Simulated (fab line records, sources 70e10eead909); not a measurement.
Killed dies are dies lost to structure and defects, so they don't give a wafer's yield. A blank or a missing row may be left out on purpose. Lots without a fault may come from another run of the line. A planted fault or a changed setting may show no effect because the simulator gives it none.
Chamber matching | flow nand_harc | NHARC_A_STAIRCASE_CMP_152 on cmp-02: 4 sister chambers
The step polishes. 16 wafers are shown with their chamber, then 8 later ones without.

WAFERS WITH THEIR CHAMBER
wafer  | chamber | motor_current_A (A)
L080.3 | 0       | 10.2
L080.4 | 2       | 12.1
L080.6 | 3       | 9.9
L083.1 | 0       | 9.8
L083.2 | 1       | 14.0
L083.6 | 0       | 9.7
L086.1 | 0       | 9.9
L086.2 | 3       | 10.3
L086.5 | 3       | 10.5
L085.1 | 3       | 10.6
L085.4 | 2       | 11.4
L085.5 | 1       | 13.5
L088.1 | 3       | 10.5
L088.3 | 2       | 11.2
L088.4 | 1       | 13.6
L090.1 | 0       | 10.0

SIGNATURES (means of the wafers above)
reading         | chamber 0 | chamber 1 | chamber 2 | chamber 3 | scatter within a chamber
motor_current_A | 9.920     | 13.700    | 11.567    | 10.360    | 0.295
Rule: a wafer's distance from a chamber is the root of the sum, over the readings, of the square of ((its reading less the chamber's mean) divided by the reading's scatter). The wafer belongs to the nearest chamber; if the next one is less than 2 further off, it can't be placed. The scatter: the root of (the sum of the squares of (reading less its chamber's mean) over the shown wafers, divided by (wafers less chambers)).

WAFERS WITHOUT THEIR CHAMBER
wafer  | motor_current_A (A)
L090.3 | 13.5
L090.4 | 12.0
L089.1 | 13.5
L089.2 | 12.0
L089.3 | 9.9
L097.1 | 9.5
L097.5 | 10.6
L097.6 | 12.0

WHICH CHAMBER EACH WENT THROUGH
wafer  | from the rows above     | in truth
L090.3 | 1                       | 1
L090.4 | 2                       | 2
L089.1 | 1                       | 1
L089.2 | 2                       | 2
L089.3 | can't be placed: 0 or 3 | 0
L097.1 | can't be placed: 0 or 3 | 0
L097.5 | can't be placed: 3 or 0 | 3
L097.6 | 2                       | 2
Placed correctly: 5 of 8. Can't be placed from these rows: 3 (the true chamber is among the candidates in 3). Placed wrongly: 0.
